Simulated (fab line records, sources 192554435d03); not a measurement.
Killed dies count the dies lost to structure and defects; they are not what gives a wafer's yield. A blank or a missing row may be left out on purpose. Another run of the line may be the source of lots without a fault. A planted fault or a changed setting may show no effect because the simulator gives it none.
Which of the tools did it? + flow n5Finfet + 18 wafers from 6 lots sampled at 4 of the route's 1938 steps

== WHAT THE GAUGES SHOWED, per wafer ==
N5_BEOL_M14_CD_MEAS_10: target cd 250 nm.
| lot  | measured     | on       | cdNm (nm)         |
|------|--------------|----------|-------------------|
| L572 | day 12 13:38 | cdSem-03 | 251.3 249.4 250.1 |
| L575 | day 12 23:29 | cdSem-03 | 251.1 250.2 250.0 |
| L578 | day 14 11:55 | cdSem-03 | 252.0 250.9 250.2 |
| L584 | day 15 09:14 | cdSem-03 | 249.0 249.1 250.7 |
| L587 | day 16 03:01 | cdSem-01 | 250.6 250.3 249.3 |
| L589 | day 16 23:35 | cdSem-01 | 249.7 250.7 250.7 |

== WHICH TOOL RAN EACH LOT (tool, then ch and the chambers of the sampled wafers, then the start) ==
| lot  | N5_BEOL_M13_SPUTTER_45      | N5_BEOL_M13_ANNEAL_48           | N5_BEOL_M14_COAT_58              |
|------|-----------------------------|---------------------------------|----------------------------------|
| L572 | pvdSputter-01, day 12 10:46 | rtpAnneal-02 ch 0, day 12 11:02 | lithoTrack-05 ch 0, day 12 12:10 |
| L575 | pvdSputter-03, day 12 21:48 | rtpAnneal-02 ch 0, day 12 22:07 | lithoTrack-05 ch 0, day 12 23:05 |
| L578 | pvdSputter-01, day 14 10:19 | rtpAnneal-01 ch 0, day 14 10:43 | lithoTrack-05 ch 0, day 14 11:38 |
| L584 | pvdSputter-01, day 15 07:17 | rtpAnneal-02 ch 0, day 15 07:56 | lithoTrack-05 ch 0, day 15 08:50 |
| L587 | pvdSputter-02, day 16 01:17 | rtpAnneal-01 ch 0, day 16 01:39 | lithoTrack-02 ch 0, day 16 02:37 |
| L589 | pvdSputter-02, day 16 21:49 | rtpAnneal-02 ch 0, day 16 22:15 | lithoTrack-01 ch 0, day 16 23:19 |
- N5_BEOL_M13_SPUTTER_45: material Cu, target thk 80 nm, time 13.33 s.
- N5_BEOL_M13_ANNEAL_48: time 90 s.
- N5_BEOL_M14_COAT_58: time 60 s, resist thk 89 nm.

== THE ANSWER, worked out from the rows above alone ==
Rule: usual is defined by the lots themselves. Put in order of their means at a reading, lots are off if they are a third of the lots or fewer, leave a main group of 4 or more, and stand apart from it by a gap of 3 or more times the standard deviation of the main group's means; of several such gaps the widest counts. A main group is skipped when, at the precision printed for the reading in the tables above, its means are all equal. Also off: a lot with no number at a reading for which 4 or more lots have one. The other lots that the step has rows for count as sound.
None of the lots is off at any reading shown; this tells nothing.

== WHAT THE SIMULATOR HAD PUT IN ==
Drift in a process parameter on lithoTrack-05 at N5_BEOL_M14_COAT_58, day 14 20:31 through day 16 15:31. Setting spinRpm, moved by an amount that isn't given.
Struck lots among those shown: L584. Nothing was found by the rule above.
